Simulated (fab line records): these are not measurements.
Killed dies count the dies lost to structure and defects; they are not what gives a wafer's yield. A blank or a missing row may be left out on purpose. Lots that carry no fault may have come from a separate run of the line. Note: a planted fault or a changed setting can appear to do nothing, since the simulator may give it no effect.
Matching of chambers + flow n5 finfet + rie diel-01 running N5_BEOL_M12_TRENCH_ETCH_34: 4 sister chambers
The step etches SiOC in C4F8/O2/Ar, target depth 318.95 nm, time 125.5 s. 4 wafers are shown with their chamber, then 8 later ones without.

## WAFERS PAIRED WITH THEIR CHAMBERS
| wafer  | chamber | throttle valve pct (%) |
|--------|---------|------------------------|
| L086.2 | 1       | 24.67                  |
| L089.4 | 2       | 24.34                  |
| L089.6 | 0       | 23.92                  |
| L092.2 | 3       | 24.35                  |

## WAFERS WHOSE CHAMBER IS MISSING
| wafer  | throttle valve pct (%) |
|--------|------------------------|
| L092.3 | 23.90                  |
| L092.4 | 24.35                  |
| L095.2 | 24.34                  |
| L095.5 | 24.43                  |
| L095.6 | 24.36                  |
| L097.4 | 24.42                  |
| L097.5 | 24.35                  |
| L097.6 | 24.36                  |

## CHAMBER TAKEN BY EACH
| wafer  | from the rows above     | in truth |
|--------|-------------------------|----------|
| L092.3 | 0                       | 0        |
| L092.4 | can't be placed: 3 or 2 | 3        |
| L095.2 | can't be placed: 2 or 3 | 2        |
| L095.5 | can't be placed: 3 or 2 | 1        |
| L095.6 | can't be placed: 3 or 2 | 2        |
| L097.4 | can't be placed: 3 or 2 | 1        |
| L097.5 | can't be placed: 3 or 2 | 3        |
| L097.6 | can't be placed: 3 or 2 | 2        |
1 of 8 placed correctly. From these rows, 7 cannot be placed; in 5 the true chamber is one of the candidates. 0 placed wrongly.
How it was worked out, from the rows above alone: a wafer's distance from a chamber is the root of the sum, over the readings, of the square of ((its reading less the chamber's mean) divided by the reading's scatter). If the next closest chamber is less than 2 further off than the closest, the wafer can't be placed; otherwise it belongs to the closest. A chamber's mean is the mean of its shown wafers. The scatter (one wafer shown for each chamber): square how far every hidden wafer sits from the nearest shown wafer, average those squares and take the square root.
